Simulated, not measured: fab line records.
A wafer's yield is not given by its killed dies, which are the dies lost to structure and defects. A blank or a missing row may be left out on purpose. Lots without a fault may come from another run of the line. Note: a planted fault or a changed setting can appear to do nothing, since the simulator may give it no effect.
Split-lot trial | flow n5Finfet | 39 wafers read across 7 lots, on a route 1938 steps long

## THE SPLIT
At N5_FIN_SAQP_SPACER2_ALD_28 (deposits SiO2, target thk 8.1 nm, pulse time 1 s, purge time 2 s), the setting tempC was moved away from the recipe's 300 C on 15 of the 39 wafers read, by -4.3% to +3.5%. This setting was run at the recipe's value on the other wafers.

The reading is taken at the split's own step.

## THE READING
SiO2_of_FIN_SAQP_SPACER2_ALD_28.thkNm (the simulator's own value, which no gauge read), in nm, at N5_FIN_SAQP_SPACER2_ALD_28 (deposits SiO2, target thk 8.1 nm, pulse time 1 s, purge time 2 s). The file does not state a usual value for it. Average 8.1 nm, standard deviation 0.091 nm, over the 24 wafers here run with the recipe.

wafer  | tool, chamber at the split | tempC as run, C | against the recipe | SiO2_of_FIN_SAQP_SPACER2_ALD_28.thkNm, nm | against lot-mates on the recipe
L082.1 | aldSin-03, 1,2             | 300             | recipe             | 8.2                                       | -
L082.5 | aldSin-03, 1,2             | 300             | recipe             | 8.2                                       | -
L082.2 | aldSin-03, 2,0,3           | 304.6           | +1.5%              | 8                                         | -0.1
L082.4 | aldSin-03, 2,0,3           | 304.6           | +1.5%              | 8                                         | -0.1
L082.6 | aldSin-03, 2,0,3           | 304.6           | +1.5%              | 8                                         | -0.1
L082.3 | aldSin-03, 3               | 300             | recipe             | 8                                         | -
L083.1 | aldSin-04, 3,0,2           | 300             | recipe             | 8                                         | -
L083.2 | aldSin-04, 3,0,2           | 300             | recipe             | 8                                         | -
L083.4 | aldSin-04, 3,0,2           | 300             | recipe             | 8                                         | -
L085.1 | aldSin-01, 3,1,3           | 300             | recipe             | 8                                         | -
L085.2 | aldSin-01, 3,1,3           | 300             | recipe             | 8                                         | -
L085.4 | aldSin-01, 3,1,3           | 300             | recipe             | 8                                         | -
L085.3 | aldSin-01, 0,1,0           | 287.2           | -4.3%              | 8.4                                       | +0.4
L085.5 | aldSin-01, 0,1,0           | 287.2           | -4.3%              | 8.4                                       | +0.4
L085.6 | aldSin-01, 0,1,0           | 287.2           | -4.3%              | 8.4                                       | +0.4
L088.1 | aldSin-04, 0,2             | 300             | recipe             | 8                                         | -
L088.3 | aldSin-04, 0,2             | 300             | recipe             | 8                                         | -
L088.2 | aldSin-04, 3               | 300             | recipe             | 8.2                                       | -
L088.4 | aldSin-04, 1,1,0           | 288.4           | -3.9%              | 8.4                                       | +0.3
L088.5 | aldSin-04, 1,1,0           | 288.4           | -3.9%              | 8.4                                       | +0.3
L088.6 | aldSin-04, 1,1,0           | 288.4           | -3.9%              | 8.4                                       | +0.3
L091.1 | aldSin-03, 1,2,0,3,3       | 300             | recipe             | 8                                         | -
L091.2 | aldSin-03, 1,2,0,3,3       | 300             | recipe             | 8                                         | -
L091.3 | aldSin-03, 1,2,0,3,3       | 300             | recipe             | 8                                         | -
L091.4 | aldSin-03, 1,2,0,3,3       | 300             | recipe             | 8                                         | -
L091.5 | aldSin-03, 1,2,0,3,3       | 300             | recipe             | 8                                         | -
L091.6 | aldSin-03, 0               | 300             | recipe             | 8.2                                       | -
L095.1 | aldSin-03, 0               | 300             | recipe             | 8.2                                       | -
L095.2 | aldSin-03, 3,2,2           | 287.3           | -4.2%              | 8.4                                       | +0.3
L095.3 | aldSin-03, 3,2,2           | 287.3           | -4.2%              | 8.4                                       | +0.3
L095.5 | aldSin-03, 3,2,2           | 287.3           | -4.2%              | 8.4                                       | +0.3
L095.4 | aldSin-03, 1,3             | 300             | recipe             | 8                                         | -
L095.6 | aldSin-03, 1,3             | 300             | recipe             | 8                                         | -
L097.1 | aldSin-04, 2               | 300             | recipe             | 8.2                                       | -
L097.5 | aldSin-04, 2               | 300             | recipe             | 8.2                                       | -
L097.2 | aldSin-04, 1               | 300             | recipe             | 8                                         | -
L097.3 | aldSin-04, 3,1,3           | 310.5           | +3.5%              | 8                                         | -0.1
L097.4 | aldSin-04, 3,1,3           | 310.5           | +3.5%              | 8                                         | -0.1
L097.6 | aldSin-04, 3,1,3           | 310.5           | +3.5%              | 8                                         | -0.1
Rows listing several chambers each stand for several wafers; the file does not say which wafer went through which chamber.

THE FIT
A straight line over all 39 wafers: SiO2_of_FIN_SAQP_SPACER2_ALD_28.thkNm changes by -0.0651 nm for each +1% of tempC; r = -0.85; the points scatter about the line by 0.09 nm.
The same after taking each lot's own level away (the mean of its wafers on the recipe; 39 wafers): -0.0752 nm for each +1%; r = -0.92; scatter 0.074 nm.
On that fit, the largest move of tempC shifts the reading by 0.32 nm.
Measured against the standard deviation above, the lots' own levels, which go from 8.00 to 8.13 nm, span 1.5 times it.
In other words, the slope is changed by the lot-to-lot level; the two fits disagree.
Check: for one of the wafers moved furthest among these (-4.3%), held out of the fit, the line's prediction against its lot-mates is +0.333 nm. Against them it came out at +0.4 nm.

## THE FILE'S OWN FIT
SiO2_of_FIN_SAQP_SPACER2_ALD_28.thkNm changes by -0.0773 nm for each +1% of tempC, r = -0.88.
